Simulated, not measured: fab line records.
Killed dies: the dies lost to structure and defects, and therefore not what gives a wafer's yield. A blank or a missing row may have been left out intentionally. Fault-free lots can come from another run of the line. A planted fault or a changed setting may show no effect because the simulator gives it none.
A lot that was struck, set against a sound lot + flow n5 finfet + 16 steps out of a route of 1938
Sound: wafers L906.2, L906.4, L906.6. Struck: wafer L895.3. (L895.4 of the same lot was not struck and is left out.) The cause comes at the end.
At each step with rows: each side's tool, then ch and its chambers, then its first start. Under that, the readings that differ: sound wafers + struck wafers + difference of the means + sigmas: that difference in standard deviations of wafers without a fault.
alike: a reading whose means differ by less than 2 such deviations, as well as words and numbers matching on both sides. not compared: withheld readings; readings where some wafer has no value; bounds like >300 that might hide an equal value; numbers whose values overlap and for which the record gives no deviation.
Wherever a step has rows on one side only, a row that says differs or no value, or a row with sigmas, the two part there. When numbers do not overlap yet have no deviation, they are printed without sigmas and do not part them. Lack of a reading on every wafer of one side parts them only where that side has two or more wafers.

first, 7 steps without rows for these wafers: N5_BEOL_M4_COAT_73 (time 60 s, resist thk 5 nm); N5_BEOL_M4_COAT_05 (resist thk 30 nm); N5_BEOL_M4_EBR_07; N5_BEOL_M4_SOFTBAKE_06 (time 60 s); N5_BEOL_M4_EXPOSE_08 (exposes mask M4); N5_BEOL_M4_PEB_09 (peb time 60 s); N5_BEOL_M4_DEVELOP_10 (develop time 30 s).
N5_BEOL_M4_CD_MEAS_11 targets a cd of 16.79 nm.
  sound on cd sem-03 ch 0, day 13 02:50; struck on cd sem-02 ch 0, day 9 20:39
  alike: cd nm
N5_BEOL_M4_OVL_MEAS_12:
  sound on overlay-02 ch 0, day 13 02:52; struck on overlay-02 ch 0, day 9 20:41
  alike: M4_OVL
N5_BEOL_M4_INSPECT_13: inspects for defects (brightfield).
  sound on defect inspect-01, day 13 02:55; struck on defect inspect-01, day 9 20:44
  alike: raw defect count
N5_BEOL_M4_DESCUM_16: chemistry O2, time 7 s.
  sound on rie diel-06 ch 0,1, day 13 03:10; struck on rie diel-06 ch 0, day 9 20:46
  alike: drypump motor current A, oes product au, rf vpp V, showerhead plenum p Torr, throttle valve pct
  not compared: rf hours counter h
N5_BEOL_M4_ETCH_74: etches underlayer in N2/H2, target depth 6.5 nm, time 5.2 s.
  sound on rie diel-06 ch 0,1, day 13 03:11; struck on rie diel-06 ch 0, day 9 20:48
  alike: drypump motor current A, etch rf on time s, oes product au, rf vpp V, showerhead plenum p Torr, throttle valve pct
  not compared: rf hours counter h
N5_BEOL_M4_ETCH_63: etches SiARC in CF4, target depth 15.6 nm, time 26 s.
  sound on rie diel-06 ch 0,1, day 13 03:13; struck on rie diel-06 ch 0, day 9 20:49
| reading               | sound          | struck | difference | sigmas |
|-----------------------|----------------|--------|------------|--------|
| etch rf on time s (s) | 26.6 26.3 26.7 | 20.0   | -6.5       | -11    |
| oes product au (a.u.) | 0.67 0.66 0.68 | 0.83   | +0.16      | +2     |
  alike: cf4 flow sccm, drypump motor current A, rf vpp V, showerhead plenum p Torr, throttle valve pct
  not compared: rf hours counter h
N5_BEOL_M4_ETCH_64: etches SOC in N2/H2, target depth 75 nm, overetch 22.5 nm, time 121.9 s.
  sound on rie diel-06 ch 0,1, day 13 03:14; struck on rie diel-06 ch 0, day 9 20:51
  alike: drypump motor current A, oes product au, rf vpp V, showerhead plenum p Torr, throttle valve pct
  not compared: rf hours counter h
N5_BEOL_M4_RC_MEAS_101:
  sound on prober-01 ch 0, day 13 10:06; struck on prober-01 ch 0, day 10 04:16
  alike: DIBL_N, DIBL_P, IOFF_N, IOFF_P, ION_N, ION_P, SS_N, SS_P, VT_N, VT_P
-- record jumps: 5 days separate the struck wafers' starts on either side; left off in module BEOL_M4, taken up again in module PASSIVATION, whose first shown step is the route's number 1936 --
N5_PASSIVATION_PROBE_49:
  sound on prober-02, day 17 20:40; struck on prober-02, day 14 23:51
  alike: defect limited yield, killed_at_M0_to_M3, killed_at_M4_up, killed at contacts, killed at front end, killed at other, killed dies, killed open, killed short, sort_bin_5_function, sort_bin_6_memory, sort_bin_8_speed, sort n pass, sort yield pct

WHERE THEY PART
Only at N5_BEOL_M4_ETCH_63, within this record. Later steps at which nothing parts them and some readings are alike: N5_BEOL_M4_ETCH_64, N5_BEOL_M4_RC_MEAS_101, N5_PASSIVATION_PROBE_49.

WHY: what had been put in by the simulator
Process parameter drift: rie diel-06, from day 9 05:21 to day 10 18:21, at N5_BEOL_M4_ETCH_63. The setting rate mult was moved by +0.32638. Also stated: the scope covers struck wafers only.
